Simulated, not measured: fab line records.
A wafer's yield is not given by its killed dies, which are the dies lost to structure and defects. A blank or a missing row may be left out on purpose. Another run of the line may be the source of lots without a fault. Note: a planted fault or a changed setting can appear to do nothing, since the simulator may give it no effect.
Comparing a struck lot with a sound one | flow n5Finfet | 37 steps out of a route of 1938
Sound: wafers L926.1, L926.3, L926.6. Struck: wafer L929.4 (left out: L929.1, a lot-mate that was not struck); the cause follows at the end.
At each step with rows: each side's tool, then ch and its chambers, then its first start. Under that, the readings that differ: sound wafers | struck wafers | difference of the means | sigmas: that difference in standard deviations of wafers without a fault.
alike: a reading whose means differ by less than 2 such deviations, as well as words and numbers matching on both sides. not compared: withheld readings; readings where some wafer has no value; bounds like >300 that might hide an equal value; numbers whose values overlap and for which the record gives no deviation.
A row with sigmas, a row that says differs or no value, or rows on one side alone: a step with any of these is where the two part. When numbers do not overlap yet have no deviation, they are printed without sigmas and do not part them. Lack of a reading on every wafer of one side parts them only where that side has two or more wafers.

first, 8 steps without rows for these wafers: N5_BEOL_M1_ECD_50 (material Cu, target thk 300 nm); N5_BEOL_M1_ANNEAL_51 (time 90 s); N5_BEOL_M1_CMP_52 (polishes, stops on SiOC, t overpolish 6.8 s, target thk 40 nm); N5_BEOL_M1_PRE_CLEAN_60 (time 15 s); N5_BEOL_M1_CO_CAP_55 (material Co, precursor CCTBA/H2, target thk 2 nm, time 102.1 s); N5_BEOL_M1_PRE_CLEAN_56 (time 15 s); N5_BEOL_M1_DEP_57 (deposits SiCN from 3MS/NH3, target thk 8 nm, time 14 s); N5_BEOL_M2_ILD_DEP_00 (deposits SiOC from DEMS/O2, target thk 79 nm, time 15.3 s).
N5_BEOL_M2_PECVD_72: deposits SiO2 from TEOS/O2, target thk 16 nm, time 18 s.
  sound on pecvd-02 ch 0,1,2, day 7 06:59; struck on pecvd-04 ch 0, day 7 20:09
reading                                   | sound        | struck | difference | sigmas
model.SiO2_of_BEOL_M2_PECVD_72.thkNm (nm) | 15.8 16 16.2 | 6.4    | -9.6       | 
  alike: heaterPowerW, showerheadPlenumPTorr, throttleValvePct
  not compared: rfFwdPowerW
then, 25 steps without rows for these wafers: N5_BEOL_M2_HM_DEP_02 (deposits TiN, target thk 20 nm); N5_BEOL_M2_COAT_61 (time 60 s, resist thk 60 nm); N5_BEOL_M2_COAT_62 (time 60 s, resist thk 12 nm); N5_BEOL_M2_COAT_73 (time 60 s, resist thk 5 nm); N5_BEOL_M2_COAT_05 (resist thk 30 nm); N5_BEOL_M2_EBR_07; N5_BEOL_M2_SOFTBAKE_06 (time 60 s); N5_BEOL_M2_EXPOSE_08 (exposes mask M2); N5_BEOL_M2_PEB_09 (peb time 60 s); N5_BEOL_M2_DEVELOP_10 (develop time 30 s); N5_BEOL_M2_DESCUM_16 (chemistry O2, time 7 s); N5_BEOL_M2_ETCH_74 (etches underlayer in N2/H2, target depth 6.5 nm, time 5.2 s); N5_BEOL_M2_ETCH_63 (etches SiARC in CF4, target depth 15.6 nm, time 26 s); N5_BEOL_M2_ETCH_64 (etches SOC in N2/H2, target depth 75 nm, overetch 22.5 nm, time 121.9 s); N5_BEOL_M2_STRIP_65 (strips in N2/H2); N5_BEOL_M2_STRIP_75 (strips in N2/H2); N5_BEOL_M2_STRIP_66 (strips in CF4); N5_BEOL_M2_HM_OPEN_17 (chemistry Cl2/BCl3, target TiN, target depth 20 nm, overetch 6 nm); N5_BEOL_M2_STRIP_19 (strips in O2); N5_BEOL_M2_COAT_67 (time 60 s, resist thk 60 nm); N5_BEOL_M2_COAT_68 (time 60 s, resist thk 12 nm); N5_BEOL_M2_COAT_76 (time 60 s, resist thk 5 nm); N5_BEOL_M2_COAT_22 (resist thk 30 nm); N5_BEOL_M2_EBR_24; N5_BEOL_M2_SOFTBAKE_23 (time 60 s).
N5_BEOL_M2_HM_STRIP_39: strips TiN in peroxide tin strip, target depth 25 nm, time 158 s.
  sound on wetBench-04 ch 0,3,6, day 8 06:22; struck on wetBench-03 ch 3, day 8 16:45
reading                                   | sound        | struck | difference | sigmas
model.SiO2_of_BEOL_M2_PECVD_72.thkNm (nm) | 15.6 15.8 16 | 6.2    | -9.6       | 
N5_BEOL_M2_CMP_52: polishes, stops on SiOC, t overpolish 6.8 s, target thk 40 nm.
  sound on cmp-03 ch 0,2, day 8 09:23; struck on cmp-01 ch 3, day 8 21:32
reading                   | sound             | struck | difference | sigmas
barrierFieldEndpointS (s) | 24.6 24.3 24.9    | 13.0   | -11.6      | -16
slurryFlowMlMin           | 149.2 150.2 150.2 | 150.9  | +1.0       | +2
  alike: edgeZonePressureFrac, motorCurrentA
N5_BEOL_M4_RC_MEAS_101:
  sound on prober-02 ch 0, day 9 02:58; struck on prober-01 ch 0, day 9 23:02
reading       | sound          | struck | difference | sigmas
SS_P (mV/dec) | 72.6 72.6 72.4 | 74.0   | +1.5       | +2
  alike: DIBL_N, DIBL_P, IOFF_N, IOFF_P, ION_N, ION_P, SS_N, VT_N, VT_P

== WHERE THEY PART ==
At N5_BEOL_M2_CMP_52 first; at N5_BEOL_M4_RC_MEAS_101 last (within this record only).

WHY: the cause the simulator had injected
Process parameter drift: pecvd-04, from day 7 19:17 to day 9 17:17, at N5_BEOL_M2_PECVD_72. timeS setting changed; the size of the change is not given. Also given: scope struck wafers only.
